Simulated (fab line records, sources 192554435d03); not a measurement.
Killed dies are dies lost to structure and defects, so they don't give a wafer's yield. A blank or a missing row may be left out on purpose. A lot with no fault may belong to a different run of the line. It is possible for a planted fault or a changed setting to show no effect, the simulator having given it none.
fab line records | flow n5Finfet
record lots=7 | wafers=21
route steps=1938 shown WELL_APT@21 PMOS_HMC_CHANNEL_EPI@69 FIN_SAQP@100 FIN_CUT@154 DUMMY_GATE@224 SD_EPI_P@312
startH: the number of hours between the record's first day and the start of the first shown wafer of the lot | waitH: hours since the lot's step before | " unchanged from the row above | L1.1+2: several wafers, shown together as one row | - no value present, or no start provided | * or withheld: withheld | < > ~ a bound
route shown NAME@n: NAME is a module with steps in the file, n the number in the route of the first one | usual: average and standard deviation across the fault-free wafers | same: alike in all rows | chamber/n: place in a boat | sites: each site's reading | _std_site: the standard deviation of these | _edge_site: inner sites' mean taken away from outer sites' mean | radiusMm: how far each site lies from the wafer's centre | mask NAME#n: copy n | behind: the last tool/chamber to shape the wafer | hold: reason for holding the lot/hours on hold/outcome of the hold | device: the n, p or np transistor that did not switch | end of line: the tests these same wafers got at the end of their route | a step with no rows: only its recipe | killed: at the first sort, the dies lost to defects and structure; wafer yield is something else | map: a wafer's dies, x killed, . not, _ none there
set.NAME: the setting that was run; set.NAME@STEP: the one run at that earlier step | model.NAME: the simulator's own value behind a step, which no gauge read
lots where settings were altered on purpose, with a table for each step and a row for each wafer
## steps
# step N5_WELL_APT_COAT_02
# recipe spinRpm=1357 | resistThkNm=950
lot.wafer | tool          | chamber | startH | waitH | set.spinRpm | model.coat_of_WELL_APT_COAT_02.thkNm
L075.2    | lithoTrack-01 | 0       | -      | -     | 1357        | 951.5
L075.3    | "             | 0       | "      | "     | 1216        | 1004
L075.6    | "             | 0       | "      | "     | 1357        | 950
L079.3    | lithoTrack-03 | 0       | -      | -     | 1426        | 923.2
L079.4    | "             | 0       | "      | "     | 1426        | 921.8
L079.6    | "             | 0       | "      | "     | 1426        | 926.4
L081.1    | lithoTrack-01 | 0       | -      | -     | 1357        | 946.1
L081.2    | "             | 0       | "      | "     | 1357        | 947.6
L081.4    | "             | 0       | "      | "     | 1357        | 947.1
L088.1    | lithoTrack-03 | 0       | -      | -     | 1357        | 950.2
L088.2    | "             | 0       | "      | "     | 1357        | 949.3
L088.4    | "             | 0       | "      | "     | 1357        | 946.9
L091.2    | lithoTrack-03 | 0       | -      | -     | 1357        | 949.3
L091.4    | "             | 0       | "      | "     | 1277        | 978.8
L091.6    | "             | 0       | "      | "     | 1277        | 977.8
L095.1    | lithoTrack-01 | 0       | -      | -     | 1357        | 953.3
L095.3    | "             | 0       | "      | "     | 1357        | 951.7
L095.4    | "             | 0       | "      | "     | 1357        | 955.5
L096.4    | lithoTrack-03 | 0       | -      | -     | 1357        | 948.3
L096.5    | "             | 0       | "      | "     | 1273        | 979.8
L096.6    | "             | 0       | "      | "     | 1273        | 979.5
# step N5_PMOS_HMC_CHANNEL_EPI_ETCH_32
# recipe chemistry=N2/H2 | target=BARC | stopOn=SiO2 | targetDepthA=858 | overEtchFrac=0.3 | timeS=50.3 | ionEnergyEv=200 | maskMaterial=CAR-ArF-block | pressureMtorr=30 | sourceW=840 | biasW=150 | n2FlowSccm=200 | h2FlowSccm=200
# usual rfVppV=524.4/2.5
lot.wafer | tool       | chamber | startH | waitH | set.biasW | rfVppV
L075.2    | rieDiel-01 | 3       | 23.44  | 0.0   | 150       | 523.6
L075.3    | "          | 2       | "      | "     | 171.3     | 571.6
L075.6    | "          | 2       | "      | "     | 150       | 526.4
L079.3    | rieDiel-05 | 1       | 47.43  | 0.0   | 167.7     | 566.6
L079.4    | "          | 2       | "      | "     | 150       | 522.2
L079.6    | "          | 0       | "      | "     | 150       | 527.2
L081.1    | rieDiel-04 | 3       | 59.94  | 0.0   | 150       | 525.5
L081.2    | "          | 0       | "      | "     | 150       | 523.1
L081.4    | "          | 2       | "      | "     | 150       | 519.2
L088.1    | rieDiel-05 | 0       | 102.29 | 0.0   | 125.7     | 469.3
L088.2    | "          | 3       | "      | "     | 150       | 525.3
L088.4    | "          | 1       | "      | "     | 125.7     | 472.9
L091.2    | rieDiel-05 | 2       | 120.00 | 0.0   | 128.2     | 472.3
L091.4    | "          | 1       | "      | "     | 150       | 529.2
L091.6    | "          | 0       | "      | "     | 150       | 526.2
L095.1    | rieDiel-05 | 2       | 143.87 | 0.0   | 150       | 520.9
L095.3    | "          | 1       | "      | "     | 162.6     | 555.7
L095.4    | "          | 0       | "      | "     | 150       | 527.6
L096.4    | rieDiel-01 | 2       | 149.40 | 0.0   | 168.5     | 566.0
L096.5    | "          | 1       | "      | "     | 150       | 526.7
L096.6    | "          | 3       | "      | "     | 150       | 521.7
# step N5_FIN_SAQP_PECVD_06
# recipe material=a-Si | targetThkA=600 | tempC=400 | precursor=SiH4/He | pressureTorr=3 | rfW=100 | timeS=48.1
lot.wafer | tool     | chamber | startH | waitH | set.timeS | model.a-Si_of_FIN_SAQP_PECVD_06.thkNm
L075.2    | pecvd-04 | 2       | 29.05  | 0.0   | 48.1      | 59.57
L075.3    | "        | 0       | "      | "     | 48.1      | 60.06
L075.6    | "        | 0       | "      | "     | 48.1      | 60.71
L079.3    | pecvd-02 | 1       | 51.78  | 0.0   | 48.1      | 60.98
L079.4    | "        | 0       | "      | "     | 43.26     | 54.26
L079.6    | "        | 1       | "      | "     | 48.1      | 61.46
L081.1    | pecvd-04 | 0       | 64.08  | 0.0   | 48.1      | 58.02
L081.2    | "        | 1       | "      | "     | 48.1      | 58.93
L081.4    | "        | 0       | "      | "     | 48.1      | 58.64
L088.1    | pecvd-01 | 1       | 107.38 | 0.0   | 48.1      | 58.91
L088.2    | "        | 0       | "      | "     | 41.05     | 50.73
L088.4    | "        | 1       | "      | "     | 41.05     | 51.05
L091.2    | pecvd-01 | 0       | 124.25 | 0.0   | 54.76     | 67.26
L091.4    | "        | 2       | "      | "     | 54.76     | 68.18
L091.6    | "        | 0       | "      | "     | 48.1      | 59.24
L095.1    | pecvd-02 | 2       | 147.35 | 0.0   | 48.1      | 59.7
L095.3    | "        | 1       | "      | "     | 44.13     | 55.09
L095.4    | "        | 1       | "      | "     | 44.13     | 55.77
L096.4    | pecvd-01 | 1       | 153.39 | 0.0   | 48.1      | 60.22
L096.5    | "        | 2       | "      | "     | 51.76     | 65.3
L096.6    | "        | 0       | "      | "     | 48.1      | 60.12
# step N5_FIN_SAQP_THK_MEAS_07
# usual thkNm=59.9/0.75
lot.wafer | tool         | chamber | startH | waitH | set.timeS@FIN_SAQP_PECVD_06 | thkNm
L075.2    | filmMetro-01 | -       | 29.14  | 0.1   | 48.1                        | 59.5
L075.3    | "            | -       | "      | "     | 48.1                        | 60.1
L075.6    | "            | -       | "      | "     | 48.1                        | 60.7
L079.3    | filmMetro-02 | -       | 51.87  | 0.1   | 48.1                        | 61.0
L079.4    | "            | -       | "      | "     | 43.26                       | 54.2
L079.6    | "            | -       | "      | "     | 48.1                        | 61.5
L081.1    | filmMetro-02 | -       | 64.20  | 0.1   | 48.1                        | 58.0
L081.2    | "            | -       | "      | "     | 48.1                        | 59.0
L081.4    | "            | -       | "      | "     | 48.1                        | 58.7
L088.1    | filmMetro-02 | -       | 107.46 | 0.1   | 48.1                        | 58.9
L088.2    | "            | -       | "      | "     | 41.05                       | 50.7
L088.4    | "            | -       | "      | "     | 41.05                       | 51.1
L091.2    | filmMetro-02 | -       | 124.34 | 0.1   | 54.76                       | 67.3
L091.4    | "            | -       | "      | "     | 54.76                       | 68.2
L091.6    | "            | -       | "      | "     | 48.1                        | 59.2
L095.1    | filmMetro-02 | -       | 147.43 | 0.1   | 48.1                        | 59.7
L095.3    | "            | -       | "      | "     | 44.13                       | 55.1
L095.4    | "            | -       | "      | "     | 44.13                       | 55.8
L096.4    | filmMetro-01 | -       | 153.45 | 0.0   | 48.1                        | 60.2
L096.5    | "            | -       | "      | "     | 51.76                       | 65.3
L096.6    | "            | -       | "      | "     | 48.1                        | 60.1
# step N5_FIN_SAQP_PEB_14
# recipe pebTempC=withheld | pebTimeS=60 | resist=CAR-ArF
lot.wafer  | tool          | chamber | startH | waitH | set.pebTimeS
L075.2+3   | lithoTrack-03 | 0       | 29.56  | 0.0   | 71.32
L075.6     | "             | 0       | "      | "     | 60
L079.3+4   | lithoTrack-03 | 0       | 52.18  | 0.0   | 60
L079.6     | "             | 0       | "      | "     | 70.94
L081.1+2+4 | lithoTrack-02 | 0       | 64.62  | 0.1   | 60
L088.1+4   | lithoTrack-03 | 0       | 107.78 | 0.1   | 60
L088.2     | "             | 0       | "      | "     | 54.9
L091.2+6   | lithoTrack-02 | 0       | 124.75 | 0.0   | 60
L091.4     | "             | 0       | "      | "     | 72.37
L095.1+4   | lithoTrack-02 | 0       | 147.75 | 0.1   | 60
L095.3     | "             | 0       | "      | "     | 63.9
L096.4     | lithoTrack-04 | 0       | 153.87 | 0.0   | 60
L096.5+6   | "             | 0       | "      | "     | 68.49
# step N5_FIN_SAQP_DEVELOP_15
# recipe developTimeS=30 | developer=TMAH | resist=CAR-ArF | devTempC=23 | rinseLiquid=diw | dry=airSpin
# step N5_FIN_SAQP_CD_MEAS_16
# recipe targetCdNm=35.6 | landingEnergyEv=500 | detector=seInlens
# usual cdNm=35.6/0.34
lot.wafer | tool     | chamber | startH | waitH | set.pebTimeS@FIN_SAQP_PEB_14 | cdNm
L075.2    | cdSem-01 | 0       | 29.62  | -     | 71.32                        | 33.6
L075.3    | "        | 0       | "      | "     | 71.32                        | 33.4
L075.6    | "        | 0       | "      | "     | 60                           | 35.2
L079.3    | cdSem-02 | 0       | 52.25  | -     | 60                           | 35.4
L079.4    | "        | 0       | "      | "     | 60                           | 35.0
L079.6    | "        | 0       | "      | "     | 70.94                        | 32.9
L081.1    | cdSem-02 | 0       | 64.69  | -     | 60                           | 35.8
L081.2    | "        | 0       | "      | "     | 60                           | 35.5
L081.4    | "        | 0       | "      | "     | 60                           | 35.9
L088.1    | cdSem-03 | 0       | 107.85 | -     | 60                           | 35.6
L088.2    | "        | 0       | "      | "     | 54.9                         | 36.2
L088.4    | "        | 0       | "      | "     | 60                           | 35.2
L091.2    | cdSem-01 | 0       | 124.82 | -     | 60                           | 35.7
L091.4    | "        | 0       | "      | "     | 72.37                        | 33.7
L091.6    | "        | 0       | "      | "     | 60                           | 35.9
L095.1    | cdSem-02 | 0       | 147.82 | -     | 60                           | 35.4
L095.3    | "        | 0       | "      | "     | 63.9                         | 35.1
L095.4    | "        | 0       | "      | "     | 60                           | 35.9
L096.4    | cdSem-01 | 0       | 153.94 | -     | 60                           | 35.4
L096.5    | "        | 0       | "      | "     | 68.49                        | 34.0
L096.6    | "        | 0       | "      | "     | 68.49                        | 33.8
# step N5_FIN_SAQP_HM_OPEN_73
# recipe chemistry=CHF3/O2 | target=SiO2 | stopOn=a-Si | targetDepthA=120 | overEtchFrac=1.8 | maskMaterial=SOC | timeS=16.8 | pressureMtorr=30 | sourceW=650 | biasW=170 | Ar_flow_sccm=200 | CHF3_flow_sccm=50 | O2_flow_sccm=5 | ionEnergyEv=200 | ends=endPoint
# step N5_FIN_SAQP_STRIP_74
# recipe chemistry=CHF3/O2 | resist=SiARC | rfFrequencyHz=6e+07
# step N5_FIN_SAQP_MANDREL_ETCH_22
# recipe targetDepthA=600 | chemistry=HBr/Cl2 | target=a-Si | stopOn=SiNx | btTimeS=10 | overEtchFrac=0.5 | timeS=30 | pressureMtorr=10 | icpW=800 | biasW=75 | HBr_flow_sccm=150 | Cl2_flow_sccm=80 | ends=endPoint
# usual oesProductAu=0.763/0.013
lot.wafer | tool     | chamber | startH | waitH | set.timeS@FIN_SAQP_PECVD_06 | oesProductAu | model.etch.depthNm
L075.2    | rieSi-06 | 1       | 30.00  | 0.0   | 48.1                        | 0.767        | 59.51
L075.3    | "        | 2       | "      | "     | 48.1                        | 0.771        | 60.06
L075.6    | "        | 3       | "      | "     | 48.1                        | 0.776        | 60.68
L079.3    | rieSi-01 | 0       | 52.63  | 0.0   | 48.1                        | 0.755        | 60.98
L079.4    | "        | 1       | "      | "     | 43.26                       | 0.718        | 54.26
L079.6    | "        | 0       | "      | "     | 48.1                        | 0.755        | 61.46
L081.1    | rieSi-01 | 3       | 65.36  | 0.0   | 48.1                        | 0.759        | 57.96
L081.2    | "        | 2       | "      | "     | 48.1                        | 0.758        | 58.93
L081.4    | "        | 0       | "      | "     | 48.1                        | 0.732        | 58.61
L088.1    | rieSi-01 | 2       | 108.55 | 0.0   | 48.1                        | 0.750        | 58.86
L088.2    | "        | 0       | "      | "     | 41.05                       | 0.674        | 50.58
L088.4    | "        | 3       | "      | "     | 41.05                       | 0.699        | 51.05
L091.2    | rieSi-01 | 1       | 125.20 | 0.0   | 54.76                       | 0.809        | 67.12
L091.4    | "        | 2       | "      | "     | 54.76                       | 0.823        | 68.13
L091.6    | "        | 3       | "      | "     | 48.1                        | 0.760        | 59.09
L095.1    | rieSi-02 | 2       | 148.20 | 0.0   | 48.1                        | 0.774        | 59.67
L095.3    | "        | 3       | "      | "     | 44.13                       | 0.733        | 55.09
L095.4    | "        | 1       | "      | "     | 44.13                       | 0.718        | 55.71
L096.4    | rieSi-02 | 3       | 154.31 | 0.0   | 48.1                        | 0.774        | 60.22
L096.5    | "        | 3       | "      | "     | 51.76                       | 0.808        | 65.3
L096.6    | "        | 2       | "      | "     | 48.1                        | 0.779        | 60.08
# step N5_FIN_CUT_COAT_18
# recipe resist=SOC | tempC=250 | timeS=60 | spinRpm=1500 | resistThkNm=230
lot.wafer | tool          | chamber | startH | waitH | set.spinRpm | model.SOC_of_FIN_CUT_COAT_18.thkNm
L075.2    | lithoTrack-05 | 0       | 34.23  | 0.0   | 1500        | 230.2
L075.3    | "             | 0       | "      | "     | 1500        | 229.8
L075.6    | "             | 0       | "      | "     | 1334        | 244
L079.3    | lithoTrack-01 | 0       | 57.28  | 0.0   | 1580        | 223
L079.4    | "             | 0       | "      | "     | 1580        | 224
L079.6    | "             | 0       | "      | "     | 1500        | 229
L081.1    | lithoTrack-03 | 0       | 70.01  | 0.0   | 1500        | 230.2
L081.2+4  | "             | 0       | "      | "     | 1500        | 230.4
L088.1    | lithoTrack-03 | 0       | 113.06 | 0.0   | 1500        | 230.8
L088.2    | "             | 0       | "      | "     | 1359        | 242.4
L088.4    | "             | 0       | "      | "     | 1359        | 242.2
L091.2    | lithoTrack-01 | 0       | 130.11 | 0.0   | 1500        | 230
L091.4    | "             | 0       | "      | "     | 1637        | 219.8
L091.6    | "             | 0       | "      | "     | 1637        | 220
L095.1+3  | lithoTrack-01 | 0       | 152.11 | 0.0   | 1500        | 229.6
L095.4    | "             | 0       | "      | "     | 1603        | 222.6
L096.4    | lithoTrack-05 | 0       | 158.90 | 0.0   | 1500        | 229.8
L096.5    | "             | 0       | "      | "     | 1500        | 229.6
L096.6    | "             | 0       | "      | "     | 1620        | 221
# step N5_FIN_CUT_EXPOSE_05
# recipe maskId=FIN_CUT | na=0.33 | sourceShape=annular | sigmaInner=0.35 | sigmaOuter=0.8 | polarization=unpolarized | doseMj=45.75
lot.wafer  | tool          | chamber | startH | waitH | mask      | set.doseMj
L075.2+6   | euvScanner-01 | 0       | 34.50  | -     | FIN_CUT#0 | 45.75
L075.3     | "             | 0       | "      | "     | FIN_CUT#0 | 47.9
L079.3+4+6 | euvScanner-01 | 0       | 57.43  | -     | FIN_CUT#0 | 44.29
L081.1+2+4 | euvScanner-02 | 0       | 70.28  | -     | FIN_CUT#0 | 45.75
L088.1+2   | euvScanner-01 | 0       | 113.20 | -     | FIN_CUT#0 | 47.02
L088.4     | "             | 0       | "      | "     | FIN_CUT#0 | 45.75
L091.2+4   | euvScanner-02 | 0       | 130.38 | -     | FIN_CUT#0 | 48.77
L091.6     | "             | 0       | "      | "     | FIN_CUT#0 | 45.75
L095.1+3+4 | euvScanner-01 | 0       | 152.37 | -     | FIN_CUT#0 | 45.75
L096.4+6   | euvScanner-01 | 0       | 159.06 | -     | FIN_CUT#0 | 44.37
L096.5     | "             | 0       | "      | "     | FIN_CUT#0 | 45.75
# step N5_FIN_CUT_PEB_06
# recipe pebTempC=100 | pebTimeS=60 | resist=CAR-EUV
# step N5_FIN_CUT_DEVELOP_07
# recipe developTimeS=30 | developer=TMAH | resist=CAR-EUV | rinseLiquid=surfactantRinse | dry=airSpin | devTempC=23
# step N5_FIN_CUT_CD_MEAS_08
# recipe targetCdNm=29.1 | landingEnergyEv=500 | detector=seInlens | polarity=opening
# usual cdNm=29.10/0.21
lot.wafer | tool     | chamber | startH | waitH | set.doseMj@FIN_CUT_EXPOSE_05 | cdNm
L075.2    | cdSem-01 | 0       | 34.62  | -     | 45.75                        | 29.18
L075.3    | "        | 0       | "      | "     | 47.9                         | 29.86
L075.6    | "        | 0       | "      | "     | 45.75                        | 28.81
L079.3    | cdSem-02 | 0       | 57.55  | -     | 44.29                        | 28.59
L079.4    | "        | 0       | "      | "     | 44.29                        | 28.33
L079.6    | "        | 0       | "      | "     | 44.29                        | 28.37
L081.1    | cdSem-01 | 0       | 70.41  | -     | 45.75                        | 29.32
L081.2    | "        | 0       | "      | "     | 45.75                        | 29.03
L081.4    | "        | 0       | "      | "     | 45.75                        | 29.32
L088.1    | cdSem-01 | 0       | 113.33 | -     | 47.02                        | 29.40
L088.2    | "        | 0       | "      | "     | 47.02                        | 29.38
L088.4    | "        | 0       | "      | "     | 45.75                        | 28.93
L091.2    | cdSem-02 | 0       | 130.51 | -     | 48.77                        | 30.27
L091.4    | "        | 0       | "      | "     | 48.77                        | 30.48
L091.6    | "        | 0       | "      | "     | 45.75                        | 29.05
L095.1    | cdSem-01 | 0       | 152.50 | -     | 45.75                        | 29.10
L095.3    | "        | 0       | "      | "     | 45.75                        | 29.05
L095.4    | "        | 0       | "      | "     | 45.75                        | 28.80
L096.4    | cdSem-02 | 0       | 159.17 | -     | 44.37                        | 28.69
L096.5    | "        | 0       | "      | "     | 45.75                        | 29.42
L096.6    | "        | 0       | "      | "     | 44.37                        | 28.72
# step N5_FIN_CUT_DESCUM_13
# recipe chemistry=O2 | timeS=7 | sourcePowerW=50 | biasPowerW=20 | pressureMtorr=20 | rfFrequencyHz=2.712e+07 | tempC=40 | resist=CAR-EUV | o2FlowSccm=225
# step N5_FIN_CUT_ETCH_30
# recipe chemistry=N2/H2 | target=underlayer | targetDepthA=130 | maskMaterial=CAR-EUV | timeS=10.4 | ionEnergyEv=200 | pressureMtorr=30 | sourceW=840 | biasW=150 | n2FlowSccm=200 | h2FlowSccm=200 | ends=cleared
lot.wafer  | tool       | chamber | startH | waitH | set.doseMj@FIN_CUT_EXPOSE_05 | model.FIN_CUT.cdOffsetNm
L075.2     | rieDiel-05 | 0       | 34.78  | 0.0   | 45.75                        | 0
L075.3     | "          | 2       | "      | "     | 47.9                         | 0.6
L075.6     | "          | 2       | "      | "     | 45.75                        | -0.2
L079.3+4+6 | rieDiel-04 | 0,1,1   | 57.70  | 0.0   | 44.29                        | -0.4
L081.1     | rieDiel-05 | 1       | 70.57  | 0.0   | 45.75                        | 0.2
L081.2+4   | "          | 3,0     | "      | "     | 45.75                        | 0
L088.1     | rieDiel-04 | 1       | 113.49 | 0.0   | 47.02                        | 0.4
L088.2     | "          | 0       | "      | "     | 47.02                        | 0.2
L088.4     | "          | 1       | "      | "     | 45.75                        | 0
L091.2+4   | rieDiel-04 | 2,3     | 130.67 | 0.0   | 48.77                        | 1.2
L091.6     | "          | 0       | "      | "     | 45.75                        | 0
L095.1     | rieDiel-04 | 2       | 152.66 | 0.0   | 45.75                        | 0.2
L095.3     | "          | 3       | "      | "     | 45.75                        | -0.2
L095.4     | "          | 1       | "      | "     | 45.75                        | 0
L096.4+6   | rieDiel-05 | 3       | 159.33 | 0.0   | 44.37                        | -0.6
L096.5     | "          | 0       | "      | "     | 45.75                        | 0
# step N5_FIN_CUT_ETCH_20
# recipe chemistry=CF4 | target=SiARC | targetDepthA=260 | maskMaterial=CAR-EUV | timeS=43.3 | ionEnergyEv=80 | pressureMtorr=40 | sourceW=545 | biasW=36 | Ar_flow_sccm=100 | cf4FlowSccm=100 | ends=cleared
lot.wafer  | tool       | chamber | startH | waitH | set.doseMj@FIN_CUT_EXPOSE_05 | model.FIN_CUT.cdOffsetNm
L075.2     | rieDiel-05 | 0       | 34.80  | 0.0   | 45.75                        | 0.2
L075.3     | "          | 2       | "      | "     | 47.9                         | 0.6
L075.6     | "          | 2       | "      | "     | 45.75                        | -0.2
L079.3+4+6 | rieDiel-04 | 0,1,1   | 57.72  | 0.0   | 44.29                        | -0.6
L081.1     | rieDiel-05 | 1       | 70.59  | 0.0   | 45.75                        | 0.4
L081.2     | "          | 3       | "      | "     | 45.75                        | 0
L081.4     | "          | 0       | "      | "     | 45.75                        | 0.2
L088.1     | rieDiel-04 | 1       | 113.51 | 0.0   | 47.02                        | 0.4
L088.2     | "          | 0       | "      | "     | 47.02                        | 0.2
L088.4     | "          | 1       | "      | "     | 45.75                        | 0
L091.2     | rieDiel-04 | 2       | 130.69 | 0.0   | 48.77                        | 1.4
L091.4     | "          | 3       | "      | "     | 48.77                        | 1.2
L091.6     | "          | 0       | "      | "     | 45.75                        | 0.2
L095.1     | rieDiel-04 | 2       | 152.68 | 0.0   | 45.75                        | 0.4
L095.3+4   | "          | 3,1     | "      | "     | 45.75                        | -0.2
L096.4+6   | rieDiel-05 | 3       | 159.35 | 0.0   | 44.37                        | -0.6
L096.5     | "          | 0       | "      | "     | 45.75                        | 0.2
# step N5_FIN_CUT_ETCH_21
# recipe chemistry=N2/H2 | target=SOC | targetDepthA=2190 | overetchA=438 | maskMaterial=SiARC | tempC=40 | ionEnergyEv=100 | biasW=61 | timeS=523.5 | pressureMtorr=30 | sourceW=850 | n2FlowSccm=200 | h2FlowSccm=200
lot.wafer | tool       | chamber | startH | waitH | set.spinRpm@FIN_CUT_COAT_18 | model.etch.depthNm
L075.2    | rieDiel-05 | 0       | 34.84  | 0.0   | 1500                        | 230.1
L075.3    | "          | 2       | "      | "     | 1500                        | 229.8
L075.6    | "          | 2       | "      | "     | 1334                        | 244
L079.3    | rieDiel-04 | 0       | 57.76  | 0.0   | 1580                        | 223
L079.4    | "          | 1       | "      | "     | 1580                        | 224
L079.6    | "          | 1       | "      | "     | 1500                        | 229
L081.1    | rieDiel-05 | 1       | 70.63  | 0.0   | 1500                        | 230.1
L081.2    | "          | 3       | "      | "     | 1500                        | 230.4
L081.4    | "          | 0       | "      | "     | 1500                        | 230.3
L088.1    | rieDiel-04 | 1       | 113.54 | 0.0   | 1500                        | 230.8
L088.2    | "          | 0       | "      | "     | 1359                        | 242.4
L088.4    | "          | 1       | "      | "     | 1359                        | 242.3
L091.2    | rieDiel-04 | 2       | 130.73 | 0.0   | 1500                        | 230.1
L091.4    | "          | 3       | "      | "     | 1637                        | 219.8
L091.6    | "          | 0       | "      | "     | 1637                        | 219.9
L095.1    | rieDiel-04 | 2       | 152.72 | 0.0   | 1500                        | 229.7
L095.3    | "          | 3       | "      | "     | 1500                        | 229.5
L095.4    | "          | 1       | "      | "     | 1603                        | 222.6
L096.4    | rieDiel-05 | 3       | 159.38 | 0.0   | 1500                        | 229.8
L096.5    | "          | 0       | "      | "     | 1500                        | 229.6
L096.6    | "          | 3       | "      | "     | 1620                        | 221
# step N5_DUMMY_GATE_COAT_28
# recipe resist=underlayer | tempC=205 | timeS=60 | spinRpm=1500 | resistThkNm=10
lot.wafer  | tool          | chamber | startH | waitH | set.spinRpm | model.underlayer_of_DUMMY_GATE_COAT_28.thkNm
L075.2+6   | lithoTrack-02 | 0       | -      | -     | 1500        | 10
L075.3     | "             | 0       | "      | "     | 1373        | 10.4
L079.3     | lithoTrack-05 | 0       | -      | -     | 1500        | 10
L079.4     | "             | 0       | "      | "     | 1414        | 10.2
L079.6     | "             | 0       | "      | "     | 1414        | 10.4
L081.1+2+4 | lithoTrack-02 | 0       | -      | -     | 1500        | 10
L088.1+4   | lithoTrack-04 | 0       | -      | -     | 1634        | 9.6
L088.2     | "             | 0       | "      | "     | 1500        | 10
L091.2+6   | lithoTrack-02 | 0       | -      | -     | 1633        | 9.6
L091.4     | "             | 0       | "      | "     | 1500        | 10
L095.1     | lithoTrack-05 | 0       | -      | -     | 1612        | 9.8
L095.3     | "             | 0       | "      | "     | 1500        | 10
L095.4     | "             | 0       | "      | "     | 1612        | 9.6
L096.4+5+6 | lithoTrack-05 | 0       | -      | -     | 1500        | 10
# step N5_SD_EPI_P_ETCH_16
# recipe chemistry=CHF3/O2 | target=SiO2 | targetDepthA=50 | maskMaterial=SOC | pressureMtorr=30 | sourceW=650 | biasW=170 | Ar_flow_sccm=200 | CHF3_flow_sccm=50 | O2_flow_sccm=5 | ionEnergyEv=200
lot.wafer | tool       | chamber | startH | waitH | set.targetDepthA | model.etch.depthNm
L075.2    | rieDiel-01 | 0       | 64.13  | 0.1   | 44.37            | 4.528
L075.3    | "          | 3       | "      | "     | 50               | 4.897
L075.6    | "          | 3       | "      | "     | 50               | 4.931
L079.3    | rieDiel-01 | 0       | 86.07  | 0.1   | 56.03            | 5.677
L079.4    | "          | 1       | "      | "     | 50               | 5.189
L079.6    | "          | 0       | "      | "     | 50               | 5.121
L081.1    | rieDiel-04 | 1       | 101.03 | 0.1   | 50               | 5.091
L081.2    | "          | 0       | "      | "     | 50               | 5.067
L081.4    | "          | 3       | "      | "     | 50               | 5.033
L088.1    | rieDiel-05 | 3       | 140.19 | 0.1   | 50               | 5.046
L088.2    | "          | 1       | "      | "     | 50               | 5.09
L088.4    | "          | 2       | "      | "     | 50               | 5.129
L091.2    | rieDiel-01 | 3       | 156.58 | 0.1   | 50               | 4.948
L091.4    | "          | 0       | "      | "     | 54.26            | 5.424
L091.6    | "          | 0       | "      | "     | 54.26            | 5.474
L095.1    | rieDiel-01 | 2       | 180.24 | 0.1   | 50               | 5.12
L095.3    | "          | 0       | "      | "     | 50               | 5.001
L095.4    | "          | 3       | "      | "     | 53.28            | 5.278
L096.4    | rieDiel-05 | 2       | 185.26 | 0.1   | 50               | 5.044
L096.5    | "          | 1       | "      | "     | 44.2             | 4.47
L096.6    | "          | 0       | "      | "     | 44.2             | 4.401
## key
split step=N5_WELL_APT_COAT_02 | setting=spinRpm | stated=1357 | by=wafer
response step=N5_WELL_APT_COAT_02 | reading=model.coat_of_WELL_APT_COAT_02.thkNm | change=-5.08 | per=1% | r=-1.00
split step=N5_PMOS_HMC_CHANNEL_EPI_ETCH_32 | setting=biasW | stated=150 | by=wafer
response step=N5_PMOS_HMC_CHANNEL_EPI_ETCH_32 | reading=rfVppV | change=+3.49 | per=1% | r=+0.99
split step=N5_FIN_SAQP_PECVD_06 | setting=timeS | stated=48.1 | by=wafer
response step=N5_FIN_SAQP_PECVD_06 | reading=model.a-Si_of_FIN_SAQP_PECVD_06.thkNm | change=+0.599 | per=1% | r=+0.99
response step=N5_FIN_SAQP_THK_MEAS_07 | reading=thkNm | change=* | per=1% | r=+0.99
response step=N5_FIN_SAQP_MANDREL_ETCH_22 | reading=oesProductAu | change=+0.00431 | per=1% | r=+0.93
response step=N5_FIN_SAQP_MANDREL_ETCH_22 | reading=model.etch.depthNm | change=+0.6 | per=1% | r=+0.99
split step=N5_FIN_SAQP_PEB_14 | setting=pebTimeS | stated=60 | by=wafer
response step=N5_FIN_SAQP_CD_MEAS_16 | reading=cdNm | change=-0.104 | per=1% | r=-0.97
split step=N5_FIN_CUT_COAT_18 | setting=spinRpm | stated=1500 | by=wafer
response step=N5_FIN_CUT_COAT_18 | reading=model.SOC_of_FIN_CUT_COAT_18.thkNm | change=-1.16 | per=1% | r=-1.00
response step=N5_FIN_CUT_ETCH_21 | reading=model.etch.depthNm | change=-1.16 | per=1% | r=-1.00
split step=N5_FIN_CUT_EXPOSE_05 | setting=doseMj | stated=45.75 | by=wafer
response step=N5_FIN_CUT_CD_MEAS_08 | reading=cdNm | change=+0.197 | per=1% | r=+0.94
response step=N5_FIN_CUT_ETCH_30 | reading=model.FIN_CUT.cdOffsetNm | change=+0.168 | per=1% | r=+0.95
response step=N5_FIN_CUT_ETCH_20 | reading=model.FIN_CUT.cdOffsetNm | change=+0.162 | per=1% | r=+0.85
split step=N5_DUMMY_GATE_COAT_28 | setting=spinRpm | stated=1500 | by=wafer
response step=N5_DUMMY_GATE_COAT_28 | reading=model.underlayer_of_DUMMY_GATE_COAT_28.thkNm | change=-0.0454 | per=1% | r=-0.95
split step=N5_SD_EPI_P_ETCH_16 | setting=targetDepthA | stated=50 | by=wafer
response step=N5_SD_EPI_P_ETCH_16 | reading=model.etch.depthNm | change=+0.0448 | per=1% | r=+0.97
